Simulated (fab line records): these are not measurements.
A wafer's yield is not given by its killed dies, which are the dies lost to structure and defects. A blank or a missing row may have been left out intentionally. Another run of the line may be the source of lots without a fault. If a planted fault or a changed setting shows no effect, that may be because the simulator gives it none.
Which tool is to blame? | flow n5-finfet | Sampling: 11 lots, 33 wafers, 5 of 1938 route steps

WHAT THE GAUGES READ, wafer by wafer
N5_BEOL_M9_OCD_MEAS_38.
lot  | measured     | on     | trench-depth-nm (nm)
L074 | day 10 07:50 | ocd-02 | 151.9 149.9 154.8
L077 | day 11 07:42 | ocd-01 | 149.7 154.6 149.6
L079 | day 11 10:47 | ocd-01 | 150.9 154.5 149.1
L083 | day 12 05:53 | ocd-02 | 156.3 157.4 153.4
L084 | day 12 16:46 | ocd-01 | 148.8 150.2 147.6
L089 | day 13 23:58 | ocd-02 | 147.1 152.1 150.8
L086 | day 14 03:29 | ocd-01 | 150.2 154.5 150.6
L091 | day 15 15:55 | ocd-02 | 149.7 147.0 152.5
L092 | day 15 20:28 | ocd-01 | 155.0 155.1 151.1
L096 | day 16 20:18 | ocd-02 | 154.8 154.0 155.1
L097 | day 16 22:26 | ocd-02 | 155.6 149.9 148.6

TOOL THAT RAN EACH LOT (tool first, then ch and the chambers of the sampled wafers, then the start)
lot  | N5_BEOL_M9_DESCUM_16               | N5_BEOL_M9_ETCH_65                 | N5_BEOL_M9_TRENCH_ETCH_37                     | N5_BEOL_M9_STRIP_80
L074 | rie-diel-03 ch 1,2,3, day 10 04:52 | rie-diel-02 ch 0,1,2, day 10 07:25 | rie-diel-02 ch 0,1,2, day 10 07:50 or earlier | rie-diel-02 ch 0,1,2, day 10 07:50 or earlier
L077 | rie-diel-01 ch 0,1,2, day 11 05:58 | rie-diel-02 ch 2,3, day 11 07:18   | rie-diel-02 ch 2,3, day 11 07:42 or earlier   | rie-diel-02 ch 2,3, day 11 07:42 or earlier
L079 | rie-diel-03 ch 1,2, day 11 09:01   | rie-diel-02 ch 1,2,3, day 11 10:22 | rie-diel-02 ch 1,2,3, day 11 10:47 or earlier | rie-diel-02 ch 1,2,3, day 11 10:47 or earlier
L083 | rie-diel-01 ch 0,1,3, day 12 04:23 | rie-diel-02 ch 0,1,2, day 12 05:29 | rie-diel-02 ch 0,1,2, day 12 05:53 or earlier | rie-diel-02 ch 0,1,2, day 12 05:53 or earlier
L084 | rie-diel-03 ch 0,2,3, day 12 11:02 | rie-diel-03 ch 0,1,2, day 12 16:22 | rie-diel-03 ch 0,1,2, day 12 16:46 or earlier | rie-diel-03 ch 0,1,2, day 12 16:46 or earlier
L089 | rie-diel-02 ch 0,1,2, day 13 21:36 | rie-diel-03 ch 0,1,2, day 13 23:34 | rie-diel-03 ch 0,1,2, day 13 23:58 or earlier | rie-diel-03 ch 0,1,2, day 13 23:58 or earlier
L086 | rie-diel-03 ch 1,2, day 14 01:34   | rie-diel-02 ch 0,1, day 14 03:05   | rie-diel-02 ch 0,1, day 14 03:29 or earlier   | rie-diel-02 ch 0,1, day 14 03:29 or earlier
L091 | rie-diel-02 ch 2,3, day 15 11:56   | rie-diel-03 ch 0,2,3, day 15 15:31 | rie-diel-03 ch 0,2,3, day 15 15:55 or earlier | rie-diel-03 ch 0,2,3, day 15 15:55 or earlier
L092 | rie-diel-03 ch 2,3, day 15 18:25   | rie-diel-01 ch 0,1, day 15 20:03   | rie-diel-01 ch 0,1, day 15 20:28 or earlier   | rie-diel-01 ch 0,1, day 15 20:28 or earlier
L096 | rie-diel-03 ch 0,1, day 16 14:37   | rie-diel-02 ch 0,1,3, day 16 19:54 | rie-diel-02 ch 0,1,3, day 16 20:18 or earlier | rie-diel-02 ch 0,1,3, day 16 20:18 or earlier
L097 | rie-diel-01 ch 1,2,3, day 16 20:42 | rie-diel-03 ch 0,2,3, day 16 22:02 | rie-diel-03 ch 0,2,3, day 16 22:26 or earlier | rie-diel-03 ch 0,2,3, day 16 22:26 or earlier
- N5_BEOL_M9_DESCUM_16: chemistry O2, time 7.9 s.
- N5_BEOL_M9_ETCH_65: etches SiARC in CF4, target depth 15.6 nm, time 26 s.
- N5_BEOL_M9_TRENCH_ETCH_37: etches SiCOH lowk in C4F6/O2, target depth 151.43 nm, time 49 s.
- N5_BEOL_M9_STRIP_80: strips in N2/H2, time 10 s.

THE ANSWER, worked out from the rows above alone
Rule: the lots themselves supply what counts as usual. Put in order of their means at a reading, lots are off if they are a third of the lots or fewer, leave a main group of 4 or more, and stand apart from it by a gap of 3 or more times the standard deviation of the main group's means; of several such gaps the widest counts. A main group whose means are all the same, to the digits that the tables above print for the reading, isn't used. Also off: a lot with no number at a reading for which 4 or more lots have one. Where the step has rows for the other lots, those lots are counted as sound.
Across all readings shown, no lot is off: no conclusion can be drawn from this.

WHAT THE SIMULATOR PUT IN
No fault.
